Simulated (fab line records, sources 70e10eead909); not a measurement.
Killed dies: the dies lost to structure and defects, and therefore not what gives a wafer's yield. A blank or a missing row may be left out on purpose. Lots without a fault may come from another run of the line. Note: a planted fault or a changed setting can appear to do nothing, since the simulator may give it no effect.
fab line records	flow nand-harc
[record] lots = 24	wafers = 72	last-day = 34
route steps=1302 shown P_GATE@172 P_CONTACT@219 P_M1@310 P_M2@329
lots that met no fault: from a run of the same line without faults
start-h: hours from the record's opening day to when the first of the lot's shown wafers began	wait-h: time in hours since the lot's previous step	" the same as in the row above	L1.1+2: a single row standing in for several wafers	- either no value or no given start	* or withheld: withheld	< > ~ a bound
route shown NAME@n: a module of which the file shows steps, and the number in the route of the first	usual: mean/standard deviation of fault-free wafers	same: alike in all rows	chamber/n: place in a boat	sites: readings site by site	_std_site: standard deviation of those values	_edge_site: inner sites' mean taken away from outer sites' mean	radius-mm: for every site, how far away it sits from the centre of the wafer	mask NAME#n: copy n	behind: the most recent tool/chamber to have shaped the wafer	hold: reason for holding the lot/hours on hold/outcome of the hold	device: whichever transistor did not switch (one of n, p or np)	end of line: the route-end tests of the same wafers	a step with no rows: only its recipe	killed: dies that structure and defects cost at the first sort, which is not the same as the wafer's yield	map: the dies of a wafer, with x for killed, . for not killed, _ for no die there
set.NAME: the setting the step ran with; set.NAME@STEP: the setting that earlier step ran with	model.NAME: the simulator's own value behind a step, which no gauge read
one table for each step of the route and one row for each wafer, over a sample of lots
services: the hour from which a tool's chamber was out of use, counted from the record's first day as start-h (under 0 if before that day), plus the number of hours and why
[[steps]]
[step NHARC_P_GATE_DESCUM_48]
[recipe] time-s = 3	o2-flow-sccm = 200	ar-flow-sccm = 0	bias-power-w = 0	chemistry = O2
[usual] drypump-motor-current-A = 5.7/0.5	mfc-ar-sccm = 0.006/0.0094	o2-flow-sccm = 200.1/0.61	oes-product-au = 1.000/0.0088	rf-vpp-V = 57.8/0.99	showerhead-plenum-p-Torr = 1.89/0.087	throttle-valve-pct = 11.310/0.0087
lot.wafer	tool	chamber	start-h	wait-h	drypump-motor-current-A	mfc-ar-sccm	o2-flow-sccm	oes-product-au	rf-hours-counter-h	rf-vpp-V	showerhead-plenum-p-Torr	throttle-valve-pct
L074.4	rie-diel-11	0	102.91	-	5.9	0.005	200.2	0.992	0.2	58.3	1.81	11.307
L074.5	"	2	"	"	6.3	0	199.2	1.023	-	56.8	1.85	11.322
L074.6	"	3	"	"	4.9	0.022	199.9	1.014	-	57.5	1.82	11.305
L075.1	rie-diel-11	3	120.61	-	4.9	0.022	199.2	1.002	2.2	57.1	1.82	11.319
L075.6	"	0	"	"	5.9	0.005	201.2	0.998	-	58.8	1.81	11.309
L075.5	"	1	"	"	5.6	0.005	199.0	0.990	-	57.2	1.92	11.319
L076.1	rie-diel-11	3	130.31	-	4.9	0.022	200.7	0.997	2.5	56.3	1.82	11.304
L076.2	"	0	"	"	5.9	0.005	199.8	0.987	1.8	57.0	1.81	11.323
L076.5	"	3	"	"	4.9	0.022	200.0	1.007	-	57.2	1.82	11.319
L077.1	rie-diel-11	0	134.02	-	5.9	0.005	200.2	0.994	1.9	57.9	1.81	11.315
L077.4	"	2	"	"	6.3	0	200.5	1.014	1.9	59.0	1.85	11.312
L077.6	"	0	"	"	5.9	0.005	200.3	1.001	-	56.4	1.81	11.324
L078.1	rie-diel-07	0	151.87	-	6.5	0	200.5	1.011	2.3	58.0	1.99	11.304
L078.3	"	2	"	"	5.4	0	200.3	1.001	2.5	58.2	2.06	11.299
L078.6	"	3	"	"	6.2	0	200.1	1.012	-	56.5	1.82	11.298
L079.1	rie-diel-07	2	156.41	-	5.5	0	199.7	0.998	2.5	58.0	2.06	11.317
L079.3	"	0	"	"	6.5	0	200.7	1.014	2.4	59.6	1.99	11.314
L079.5	"	1	"	"	5.3	0	200.8	1.006	-	57.7	1.80	11.312
L080.3	rie-diel-07	3	170.64	-	6.2	0	200.8	1.007	2.7	57.7	1.82	11.315
L080.2	"	1	"	"	5.3	0	200.0	0.990	3.4	58.1	1.80	11.309
L080.6	"	2	"	"	5.4	0	200.6	0.993	-	59.8	2.06	11.324
L081.1	rie-diel-07	3	173.60	-	6.2	0	201.4	0.993	3.6	56.5	1.82	11.296
L081.3	"	1	"	"	5.3	0	201.6	0.994	3.9	57.3	1.80	11.303
L081.5	"	3	"	"	6.2	0	200.0	0.999	-	58.2	1.82	11.316
L082.4	rie-diel-07	2	188.91	-	5.5	0	200.3	0.997	4.5	59.0	2.06	11.305
L082.2	"	3	"	"	6.2	0	199.5	1.001	4.1	56.9	1.82	11.305
L082.5	"	1	"	"	5.3	0	200.3	0.991	-	57.9	1.80	11.312
L083.1	rie-diel-07	3	195.29	-	6.2	0	199.3	0.997	4.1	57.7	1.82	11.318
L083.2	"	0	"	"	6.5	0	199.8	1.010	4.0	58.1	1.99	11.320
L083.4	"	1	"	"	5.2	0	200.3	0.993	4.4	57.3	1.80	11.306
L084.2	rie-diel-11	3	214.79	-	4.9	0.022	199.8	0.996	8.0	57.5	1.82	11.320
L084.5	"	2	"	"	6.3	0	199.5	1.004	-	59.0	1.85	11.299
L084.6	"	3	"	"	4.9	0.022	200.3	0.997	-	58.8	1.82	11.296
L085.3	rie-diel-07	1	217.22	-	5.3	0	200.5	0.986	7.0	58.9	1.80	11.308
L085.5	"	3	"	"	6.2	0	199.3	1.012	-	58.0	1.82	11.316
L085.6	"	0	"	"	6.5	0	200.4	1.008	-	57.8	1.99	11.318
L086.2	rie-diel-06	0	230.88	-	6.1	0.026	199.0	1.015	4.3	57.2	1.89	11.316
L086.6	"	0	"	"	6.1	0.026	199.2	1.009	-	57.6	1.89	11.310
L086.5	"	1	"	"	5.0	0.024	199.4	1.004	-	56.9	1.94	11.298
L087.1	rie-diel-06	1	240.50	-	5.0	0.024	200.6	1.005	4.3	57.9	1.94	11.310
L087.5	"	3	"	"	5.7	0	199.2	0.986	-	59.1	1.96	11.322
L087.6	"	0	"	"	6.1	0.026	200.2	1.009	-	58.7	1.89	11.307
L089.3	rie-diel-07	1	256.27	-	5.3	0	199.4	0.995	8.5	58.2	1.80	11.315
L089.1	"	3	"	"	6.2	0	200.3	1.001	8.2	56.7	1.82	11.299
L089.5	"	1	"	"	5.3	0	200.7	1.006	-	57.8	1.80	11.311
L088.3	rie-diel-06	3	257.68	-	5.8	0	199.5	0.997	6.8	56.3	1.96	11.316
L088.5	"	1	"	"	5.0	0.024	200.3	1.005	-	57.2	1.94	11.315
L088.6	"	2	"	"	5.8	0	199.2	1.007	-	56.8	1.80	11.286
L090.1	rie-diel-06	1	271.07	-	5.0	0.024	199.4	0.996	5.6	58.1	1.94	11.320
L090.2	"	3	"	"	5.7	0	200.2	0.998	7.4	57.2	1.96	11.316
L090.6	"	2	"	"	5.8	0	200.8	1.004	-	58.9	1.80	11.307
L091.3	rie-diel-06	0	277.38	-	6.1	0.026	199.5	1.012	7.4	57.3	1.89	11.308
L091.1	"	2	"	"	5.8	0	200.4	1.007	7.1	55.7	1.79	11.304
L091.5	"	1	"	"	5.0	0.024	199.7	1.006	-	58.9	1.94	11.318
L092.4	rie-diel-07	0	291.70	-	6.5	0	200.7	1.008	9.8	59.0	1.99	11.308
L092.2	"	2	"	"	5.4	0	200.5	1.004	8.6	58.8	2.05	11.319
L092.3	"	3	"	"	6.2	0	200.3	1.008	9.2	56.8	1.82	11.313
L093.2	rie-diel-11	0	305.02	-	5.9	0.005	200.3	0.996	3.1	57.3	1.81	11.305
L093.5	"	0	"	"	5.9	0.005	200.1	1.009	-	56.7	1.81	11.299
L093.6	"	3	"	"	4.9	0.022	199.3	1.000	-	57.6	1.81	11.296
L094.2	rie-diel-07	2	309.14	-	5.4	0	199.7	0.993	0.1	60.3	2.05	11.301
L094.4	"	3	"	"	6.2	0	201.0	1.001	0.1	58.1	1.82	11.324
L094.5	"	2	"	"	5.4	0	200.1	0.999	-	58.3	2.05	11.293
L095.1	rie-diel-11	3	313.88	-	4.9	0.022	201.1	0.992	3.1	56.7	1.81	11.311
L095.3	"	0	"	"	5.9	0.005	200.2	1.013	3.2	57.9	1.81	11.302
L095.6	"	0	"	"	5.9	0.005	200.0	0.996	-	58.3	1.81	11.316
L096.3	rie-diel-11	0	329.57	-	5.9	0.005	200.8	0.996	3.7	56.3	1.81	11.310
L096.2	"	1	"	"	5.6	0.005	199.7	0.992	1.9	58.7	1.91	11.314
L096.1	"	3	"	"	4.9	0.022	199.7	1.003	3.9	56.7	1.81	11.320
L097.1	rie-diel-11	0	333.79	-	5.9	0.005	200.7	0.996	3.8	57.7	1.81	11.304
L097.3	"	1	"	"	5.6	0.005	199.9	0.984	2.0	58.3	1.91	11.307
L097.2	"	2	"	"	6.3	0	200.5	0.998	4.0	57.1	1.85	11.307
[step NHARC_P_GATE_RTA_64]
[recipe] temp-c = 1050	time-s = 1
[usual] lamp-power-pct = 36.1/1.4	lamp_zone_1_pct = 36.1/1.4	lamp_zone_6_pct = 36.1/1.4	wafer_temp_C_max = 1056.8/1.3
lot.wafer	tool	chamber	start-h	wait-h	lamp-power-pct	lamp_zone_1_pct	lamp_zone_6_pct	wafer_temp_C_max
L074.4	rtp-anneal-02	0	107.97	-	37.0	37.1	37.0	1057.9
L074.5	"	0	"	"	37.1	37.1	37.0	1057.9
L074.6	"	0	"	"	37.1	37.1	37.0	1058.3
L075.1	rtp-anneal-02	0	126.04	-	37.0	37.0	37.0	1055.1
L075.5	"	0	"	"	37.1	37.1	37.1	1056.0
L075.6	"	0	"	"	37.1	37.0	37.1	1058.9
L076.1	rtp-anneal-01	0	135.46	-	34.0	34.0	33.9	1058.0
L076.2	"	0	"	"	33.9	33.9	33.8	1056.7
L076.5	"	0	"	"	33.9	33.9	33.9	1056.7
L077.1	rtp-anneal-02	0	139.22	-	37.0	37.0	36.9	1056.0
L077.4	"	0	"	"	37.1	37.1	37.0	1055.8
L077.6	"	0	"	"	37.1	37.0	37.0	1056.9
L078.1	rtp-anneal-02	0	157.17	-	37.0	37.2	37.0	1055.2
L078.3	"	0	"	"	37.1	37.1	37.0	1058.1
L078.6	"	0	"	"	37.0	37.1	37.0	1057.3
L079.1	rtp-anneal-02	0	161.26	-	37.0	37.0	37.0	1060.0
L079.3	"	0	"	"	37.1	37.1	37.0	1056.3
L079.5	"	0	"	"	37.1	37.0	37.0	1056.8
L080.2	rtp-anneal-01	0	175.63	-	34.0	34.0	33.9	1055.2
L080.3	"	0	"	"	33.9	34.0	33.9	1055.0
L080.6	"	0	"	"	33.9	34.0	33.9	1055.1
L081.1	rtp-anneal-02	0	178.69	-	37.1	37.0	37.0	1055.6
L081.3	"	0	"	"	37.0	37.0	37.0	1056.9
L081.5	"	0	"	"	37.0	37.1	37.0	1056.3
L082.2	rtp-anneal-02	0	194.12	-	37.0	37.0	36.9	1057.4
L082.4	"	0	"	"	37.0	37.0	36.9	1060.4
L082.5	"	0	"	"	36.9	37.0	37.0	1057.8
L083.1	rtp-anneal-02	0	200.32	-	37.0	37.0	36.8	1057.4
L083.2	"	0	"	"	37.1	36.9	36.9	1056.7
L083.4	"	0	"	"	37.0	37.0	36.9	1056.6
L084.2	rtp-anneal-01	0	219.80	-	34.0	33.9	33.9	1057.2
L084.5	"	0	"	"	34.0	33.9	33.8	1055.8
L084.6	"	0	"	"	33.9	33.9	33.9	1057.3
L085.3	rtp-anneal-02	0	222.40	-	37.0	37.0	36.9	1057.9
L085.5	"	0	"	"	37.0	37.0	36.9	1058.8
L085.6	"	0	"	"	36.9	37.0	36.9	1058.6
L086.2	rtp-anneal-01	0	235.92	-	34.0	34.0	33.9	1056.9
L086.5	"	0	"	"	33.9	34.0	33.9	1055.7
L086.6	"	0	"	"	33.9	33.9	34.0	1056.6
L087.1	rtp-anneal-01	0	245.68	-	33.9	34.0	33.9	1056.8
L087.5	"	0	"	"	33.9	34.0	33.9	1055.5
L087.6	"	0	"	"	34.0	34.0	33.9	1055.2
L088.3	rtp-anneal-01	0	262.69	-	33.9	34.0	33.9	1054.1
L088.5	"	0	"	"	34.0	34.0	33.9	1058.4
L088.6	"	0	"	"	34.0	34.0	33.9	1056.2
L089.1	rtp-anneal-02	0	263.10	-	37.0	37.1	37.0	1055.3
L089.3	"	0	"	"	37.0	37.1	37.0	1057.0
L089.5	"	0	"	"	37.0	37.0	37.0	1058.2
L090.1	rtp-anneal-02	0	276.50	-	37.0	37.1	37.0	1055.8
L090.2	"	0	"	"	37.0	37.1	37.0	1057.7
L090.6	"	0	"	"	37.1	37.1	37.1	1055.5
L091.1	rtp-anneal-02	0	282.28	-	37.1	37.0	37.0	1056.6
L091.3	"	0	"	"	37.0	37.0	37.0	1058.4
L091.5	"	0	"	"	37.1	37.1	37.0	1059.4
L092.2	rtp-anneal-02	0	296.76	-	37.0	37.0	37.1	1055.6
L092.3	"	0	"	"	37.0	37.1	37.0	1056.7
L092.4	"	0	"	"	37.1	37.1	37.0	1056.8
L093.2	rtp-anneal-02	0	310.18	-	37.0	37.0	37.0	1056.0
L093.5	"	0	"	"	37.1	37.1	37.0	1055.1
L093.6	"	0	"	"	37.1	37.1	37.0	1056.3
L094.2	rtp-anneal-02	0	314.27	-	37.0	37.0	37.0	1056.6
L094.4	"	0	"	"	37.1	37.0	37.1	1056.8
L094.5	"	0	"	"	37.1	37.1	37.0	1056.5
L095.1	rtp-anneal-01	0	318.95	-	34.0	34.0	33.9	1055.5
L095.3	"	0	"	"	34.0	34.0	33.9	1058.4
L095.6	"	0	"	"	33.9	34.0	33.9	1057.6
L096.1	rtp-anneal-02	0	334.80	-	37.0	37.1	37.0	1056.3
L096.2	"	0	"	"	37.0	37.0	37.0	1060.1
L096.3	"	0	"	"	37.1	37.0	37.0	1055.1
L097.1	rtp-anneal-02	0	338.79	-	37.1	37.0	36.9	1058.7
L097.2	"	0	"	"	37.1	37.1	37.0	1055.4
L097.3	"	0	"	"	37.0	37.0	37.0	1057.5
[step NHARC_P_CONTACT_CMP_01]
[recipe] target-thk-nm = 200	material = SiO2
[usual] motor-current-A = 12.3/0.8	slurry-flow-ml-min = 150.0/0.46
lot.wafer	tool	chamber	start-h	wait-h	motor-current-A	slurry-flow-ml-min
L074.4	cmp-02	3	109.97	-	14.7	150.4
L074.6	"	1	"	"	12.8	149.4
L074.5	"	2	"	"	11.1	150.4
L075.1	cmp-03	0	128.34	-	13.6	150.0
L075.5	"	2	"	"	11.9	149.8
L075.6	"	3	"	"	12.7	150.0
L076.1	cmp-01	0	137.52	-	12.1	149.8
L076.2	"	1	"	"	11.7	149.9
L076.5	"	1	"	"	11.6	149.8
L077.4	cmp-03	0	141.35	-	12.4	151.2
L077.1	"	1	"	"	12.9	150.6
L077.6	"	3	"	"	12.3	150.0
L078.3	cmp-03	0	159.21	-	12.9	150.6
L078.1	"	1	"	"	13.2	149.3
L078.6	"	0	"	"	13.5	149.3
L079.3	cmp-01	0	163.30	-	12.4	149.3
L079.1	"	3	"	"	12.1	150.6
L079.5	"	1	"	"	12.3	150.4
L080.3	cmp-02	0	177.88	0.4	12.9	149.2
L080.2	"	3	"	"	14.9	149.6
L080.6	"	0	"	"	12.7	150.0
L081.3	cmp-01	0	180.78	-	12.6	149.7
L081.1	"	1	"	"	11.7	150.3
L081.5	"	2	"	"	11.0	149.5
L082.4	cmp-03	0	196.17	-	12.9	150.5
L082.2	"	1	"	"	12.4	149.4
L082.5	"	2	"	"	11.7	150.1
L083.1	cmp-02	0	202.37	-	11.9	149.3
L083.2	"	1	"	"	12.8	149.9
L083.4	"	2	"	"	12.2	150.3
L084.2	cmp-03	2	221.90	-	11.8	149.4
L084.5	"	0	"	"	12.8	150.4
L084.6	"	1	"	"	12.3	149.4
L085.3	cmp-03	3	224.46	-	12.2	150.0
L085.5	"	0	"	"	13.4	149.4
L085.6	"	1	"	"	12.2	150.8
L086.2	cmp-03	3	238.09	-	13.3	149.3
L086.5	"	2	"	"	11.8	150.2
L086.6	"	3	"	"	12.4	149.8
L087.1	cmp-03	0	247.75	-	13.2	149.7
L087.5	"	3	"	"	11.7	150.5
L087.6	"	0	"	"	12.5	149.6
L088.3	cmp-03	0	264.77	-	12.8	149.7
L088.6	"	1	"	"	12.7	150.8
L088.5	"	2	"	"	11.8	150.2
L089.3	cmp-03	2	265.17	-	11.5	149.4
L089.1	"	0	"	"	12.7	149.4
L089.5	"	3	"	"	12.9	150.3
L090.2	cmp-01	1	278.75	-	12.1	150.6
L090.1	"	2	"	"	11.2	150.4
L090.6	"	3	"	"	12.4	150.7
L091.1	cmp-03	1	284.32	-	12.9	150.5
L091.3	"	3	"	"	12.6	149.5
L091.5	"	2	"	"	11.3	150.0
L092.4	cmp-01	3	299.01	-	11.6	150.0
L092.2	"	0	"	"	12.4	149.6
L092.3	"	1	"	"	12.0	150.4
L093.2	cmp-02	1	312.18	-	12.1	150.2
L093.5	"	1	"	"	11.9	150.1
L093.6	"	2	"	"	11.4	150.3
L094.2	cmp-01	0	316.29	-	12.3	150.0
L094.4	"	2	"	"	11.2	149.8
L094.5	"	3	"	"	12.1	149.8
L095.3	cmp-01	1	320.98	-	11.8	149.3
L095.1	"	0	"	"	12.9	149.3
L095.6	"	2	"	"	11.1	149.8
L096.2	cmp-01	1	336.84	-	12.2	149.6
L096.3	"	2	"	"	10.7	149.3
L096.1	"	3	"	"	11.8	149.5
L097.1	cmp-02	2	340.82	-	11.4	150.0
L097.3	"	3	"	"	14.3	150.0
L097.2	"	1	"	"	12.7	149.8
[step NHARC_P_M1_ANNEAL_31]
[recipe] temp-c = 225	time-s = 90
[usual] wafer_temp_C_max = 226.5/0.34
lot.wafer	tool	chamber	start-h	wait-h	wafer_temp_C_max
L074.4	rtp-anneal-01	0	120.94	0.3	226.5
L074.5	"	0	"	"	226.4
L074.6	"	0	"	"	227.2
L075.1	rtp-anneal-01	0	139.16	-	226.5
L075.5	"	0	"	"	226.4
L075.6	"	0	"	"	226.1
L076.1	rtp-anneal-02	0	148.34	-	226.6
L076.2	"	0	"	"	226.6
L076.5	"	0	"	"	226.1
L077.1	rtp-anneal-01	0	152.30	-	226.1
L077.4	"	0	"	"	226.7
L077.6	"	0	"	"	226.4
L078.1	rtp-anneal-02	0	170.08	-	226.7
L078.3	"	0	"	"	227.6
L078.6	"	0	"	"	226.9
L079.1	rtp-anneal-02	0	174.89	0.3	225.9
L079.3	"	0	"	"	226.2
L079.5	"	0	"	"	226.4
L080.2	rtp-anneal-02	0	188.80	0.4	226.1
L080.3	"	0	"	"	226.4
L080.6	"	0	"	"	226.8
L081.1	rtp-anneal-01	0	192.07	-	226.6
L081.3	"	0	"	"	226.5
L081.5	"	0	"	"	226.3
L082.2	rtp-anneal-02	0	207.16	0.4	226.8
L082.4	"	0	"	"	226.7
L082.5	"	0	"	"	226.7
L083.1	rtp-anneal-01	0	213.58	0.3	226.2
L083.2	"	0	"	"	226.1
L083.4	"	0	"	"	226.2
L084.2	rtp-anneal-02	0	232.91	-	226.1
L084.5	"	0	"	"	226.3
L084.6	"	0	"	"	226.1
L085.3	rtp-anneal-02	0	235.44	0.3	226.8
L085.5	"	0	"	"	226.5
L085.6	"	0	"	"	226.6
L086.2	rtp-anneal-01	0	252.73	0.4	226.0
L086.5	"	0	"	"	226.4
L086.6	"	0	"	"	226.1
L087.1	rtp-anneal-02	0	258.83	0.3	226.4
L087.5	"	0	"	"	227.0
L087.6	"	0	"	"	227.0
L088.3	rtp-anneal-01	0	276.01	0.3	226.4
L088.5	"	0	"	"	227.1
L088.6	"	0	"	"	226.9
L089.1	rtp-anneal-01	0	276.37	-	226.1
L089.3	"	0	"	"	225.8
L089.5	"	0	"	"	226.4
L090.1	rtp-anneal-01	0	289.81	0.3	226.4
L090.2	"	0	"	"	226.0
L090.6	"	0	"	"	226.4
L091.1	rtp-anneal-02	0	295.41	0.3	226.8
L091.3	"	0	"	"	226.2
L091.5	"	0	"	"	226.7
L092.2	rtp-anneal-01	0	310.06	0.4	227.1
L092.3	"	0	"	"	226.5
L092.4	"	0	"	"	226.5
L093.2	rtp-anneal-02	0	324.05	0.3	226.4
L093.5	"	0	"	"	226.2
L093.6	"	0	"	"	226.4
L094.2	rtp-anneal-02	0	327.51	0.5	226.8
L094.4	"	0	"	"	226.5
L094.5	"	0	"	"	226.7
L095.1	rtp-anneal-02	0	331.77	0.3	226.6
L095.3	"	0	"	"	226.7
L095.6	"	0	"	"	227.3
L096.1	rtp-anneal-01	0	347.95	0.4	226.9
L096.2	"	0	"	"	226.4
L096.3	"	0	"	"	226.1
L097.1	rtp-anneal-02	0	352.22	0.3	227.0
L097.2	"	0	"	"	226.3
L097.3	"	0	"	"	226.5
[step NHARC_P_M1_PRE_CLEAN_32]
[recipe] time-s = 12	temp-c = 370	rf-power-w = 300	gas = NH3
[usual] heater-power-outer-w = 342/50	heater-power-w = 607/77
lot.wafer	tool	chamber	start-h	wait-h	heater-power-outer-w	heater-power-w
L074.4	pecvd-04	2	121.71	0.1	314	576
L074.6	"	0	"	"	405	734
L074.5	"	1	"	"	236	444
L075.1	pecvd-04	2	140.07	0.1	272	536
L075.5	"	1	"	"	279	499
L075.6	"	2	"	"	279	517
L076.2	pecvd-02	0	149.23	0.1	398	699
L076.1	"	1	"	"	371	615
L076.5	"	1	"	"	369	622
L077.1	pecvd-02	1	153.18	0.1	344	588
L077.4	"	2	"	"	380	670
L077.6	"	0	"	"	378	694
L078.3	pecvd-04	2	170.98	0.1	319	594
L078.1	"	1	"	"	272	493
L078.6	"	0	"	"	338	652
L079.1	pecvd-01	1	175.78	0.1	322	567
L079.3	"	0	"	"	455	733
L079.5	"	2	"	"	329	584
L080.3	pecvd-04	0	189.64	0.1	404	747
L080.2	"	1	"	"	259	460
L080.6	"	2	"	"	253	511
L081.1	pecvd-02	1	192.98	0.1	361	610
L081.3	"	2	"	"	311	580
L081.5	"	1	"	"	367	616
L082.2	pecvd-01	0	208.00	0.1	427	702
L082.4	"	2	"	"	372	632
L082.5	"	0	"	"	438	686
L083.2	pecvd-02	2	214.47	0.1	373	623
L083.1	"	0	"	"	305	588
L083.4	"	2	"	"	381	644
L084.2	pecvd-04	2	233.74	0.1	291	547
L084.6	"	2	"	"	298	554
L084.5	"	1	"	"	235	439
L085.3	pecvd-04	2	236.26	0.1	283	554
L085.5	"	0	"	"	407	719
L085.6	"	1	"	"	266	468
L086.2	pecvd-02	2	253.59	0.1	345	590
L086.5	"	0	"	"	360	653
L086.6	"	2	"	"	352	598
L087.1	pecvd-01	2	259.73	0.1	340	581
L087.6	"	1	"	"	318	569
L087.5	"	0	"	"	463	724
L088.3	pecvd-02	0	276.80	0.1	358	626
L088.6	"	0	"	"	359	632
L088.5	"	1	"	"	353	601
L089.1	pecvd-02	2	277.25	0.1	373	634
L089.3	"	1	"	"	350	618
L089.5	"	0	"	"	352	617
L090.1	pecvd-02	0	290.71	0.1	347	625
L090.2	"	1	"	"	374	636
L090.6	"	0	"	"	354	638
L091.3	pecvd-04	2	296.29	0.1	306	565
L091.1	"	0	"	"	388	712
L091.5	"	0	"	"	390	708
L092.2	pecvd-02	2	310.89	0.1	341	612
L092.3	"	0	"	"	370	650
L092.4	"	2	"	"	356	624
L093.2	pecvd-02	1	324.90	0.1	364	631
L093.5	"	0	"	"	363	640
L093.6	"	1	"	"	363	616
L094.2	pecvd-04	2	328.41	0.1	308	604
L094.4	"	0	"	"	381	715
L094.5	"	2	"	"	306	585
L095.1	pecvd-04	0	332.66	0.1	417	748
L095.3	"	2	"	"	341	625
L095.6	"	1	"	"	269	478
L096.2	pecvd-02	1	348.84	0.1	322	574
L096.1	"	2	"	"	312	561
L096.3	"	0	"	"	355	635
L097.3	pecvd-02	0	353.11	0.1	359	659
L097.1	"	1	"	"	351	602
L097.2	"	2	"	"	359	605
[step NHARC_P_M2_OVL_MEAS_10]
[recipe] pitch-nm = 340
[usual] overlay-x-nm = 0.1/0.68	overlay-y-nm = -0.1/0.64
lot.wafer	tool	chamber	start-h	wait-h	overlay-x-nm	overlay-y-nm
L074.4	overlay-02	-	123.86	-	-0.6	0.0
L074.5	"	-	"	"	0.0	0.1
L074.6	"	-	"	"	-0.3	-0.3
L075.1	overlay-01	-	141.45	-	0.2	1.3
L075.5	"	-	"	"	0.7	1.2
L075.6	"	-	"	"	0.2	0.9
L076.1	overlay-01	-	150.52	-	1.3	0.1
L076.2	"	-	"	"	1.1	0.2
L076.5	"	-	"	"	1.7	0.6
L077.1	overlay-02	-	154.61	-	0.1	0.0
L077.4	"	-	"	"	0.4	-0.6
L077.6	"	-	"	"	0.0	0.2
L078.1	overlay-01	-	172.40	-	-0.5	-1.0
L078.3	"	-	"	"	-0.2	-1.0
L078.6	"	-	"	"	-0.2	-1.0
L079.1	overlay-02	-	177.07	-	1.4	-0.1
L079.3	"	-	"	"	1.3	0.1
L079.5	"	-	"	"	1.4	-0.5
L080.2	overlay-01	-	191.05	-	-0.8	-0.1
L080.3	"	-	"	"	-0.9	0.2
L080.6	"	-	"	"	-1.2	0.3
L081.1	overlay-01	-	194.27	-	-1.3	-0.8
L081.3	"	-	"	"	-1.1	-0.1
L081.5	"	-	"	"	-1.2	-0.5
L082.2	overlay-01	-	209.41	-	0.9	0.4
L082.4	"	-	"	"	0.3	0.7
L082.5	"	-	"	"	0.2	0.2
L083.1	overlay-01	-	215.75	-	-0.6	-2.1
L083.2	"	-	"	"	-0.9	-2.3
L083.4	"	-	"	"	-0.2	-1.3
L084.2	overlay-01	-	235.03	-	0.5	0.0
L084.5	"	-	"	"	0.8	-0.7
L084.6	"	-	"	"	0.2	0.0
L085.3	overlay-01	-	237.67	-	0.0	0.4
L085.5	"	-	"	"	-0.3	0.0
L085.6	"	-	"	"	-0.2	0.4
L086.2	overlay-02	-	255.15	-	-0.1	-0.6
L086.5	"	-	"	"	-0.2	-1.3
L086.6	"	-	"	"	-0.1	-0.7
L087.1	overlay-02	-	261.15	-	0.9	0.3
L087.5	"	-	"	"	1.2	0.1
L087.6	"	-	"	"	1.5	0.1
L088.3	overlay-01	-	278.37	-	0.0	0.1
L088.5	"	-	"	"	-0.2	0.4
L088.6	"	-	"	"	-0.1	0.2
L089.1	overlay-02	-	278.65	-	1.0	0.3
L089.3	"	-	"	"	0.2	-0.1
L089.5	"	-	"	"	0.7	0.3
L090.1	overlay-02	-	292.11	-	-0.1	0.3
L090.2	"	-	"	"	-0.2	-0.1
L090.6	"	-	"	"	-0.3	0.7
L091.1	overlay-02	-	297.72	-	-0.6	1.2
L091.3	"	-	"	"	-0.7	0.8
L091.5	"	-	"	"	-0.9	0.6
L092.2	overlay-02	-	312.20	-	-0.7	-0.2
L092.3	"	-	"	"	-0.7	-0.4
L092.4	"	-	"	"	-1.0	-0.9
L093.2	overlay-01	-	326.28	-	0.3	-0.4
L093.5	"	-	"	"	0.5	-0.7
L093.6	"	-	"	"	0.2	-0.8
L094.2	overlay-01	-	329.77	-	0.5	-1.0
L094.4	"	-	"	"	0.7	-1.1
L094.5	"	-	"	"	-0.2	-1.1
L095.1	overlay-02	-	334.07	-	1.1	-0.2
L095.3	"	-	"	"	1.1	-0.2
L095.6	"	-	"	"	-0.2	-0.5
L096.1	overlay-01	-	350.12	-	0.3	-0.5
L096.2	"	-	"	"	0.1	-0.7
L096.3	"	-	"	"	0.1	-0.3
L097.1	overlay-01	-	354.52	-	0.5	-0.8
L097.2	"	-	"	"	-0.1	0.1
L097.3	"	-	"	"	0.6	-0.3
[[services]]
tool	chamber	start-h	hours	kind
pecvd-04	-	88.23	13.0	pm
rie-diel-11	0	88.62	6.9	repair
cmp-03	-	98.95	1.0	repair
pecvd-02	-	99.31	1.7	repair
cmp-03	-	100.22	3.2	repair
cmp-03	-	115.04	2.6	repair
rie-diel-07	-	117.20	9.0	pm
cmp-03	-	152.30	2.0	repair
cmp-03	-	162.09	4.0	pm
rie-diel-07	-	164.94	0.4	repair
pecvd-04	1	174.83	7.5	repair
rie-diel-07	2	204.64	4.7	repair
cmp-03	-	207.34	1.3	repair
pecvd-02	-	227.06	13.0	pm
cmp-03	-	234.10	1.0	repair
rie-diel-11	1	234.94	5.4	repair
cmp-03	-	236.70	0.3	repair
rie-diel-11	-	255.50	9.0	pm
cmp-03	-	257.89	0.4	repair
cmp-03	-	260.09	4.0	pm
pecvd-04	-	269.23	13.0	pm
rie-diel-11	1	275.85	8.7	repair
rie-diel-07	-	294.20	9.0	pm
cmp-03	-	303.48	0.4	repair
[[key]]
fault none
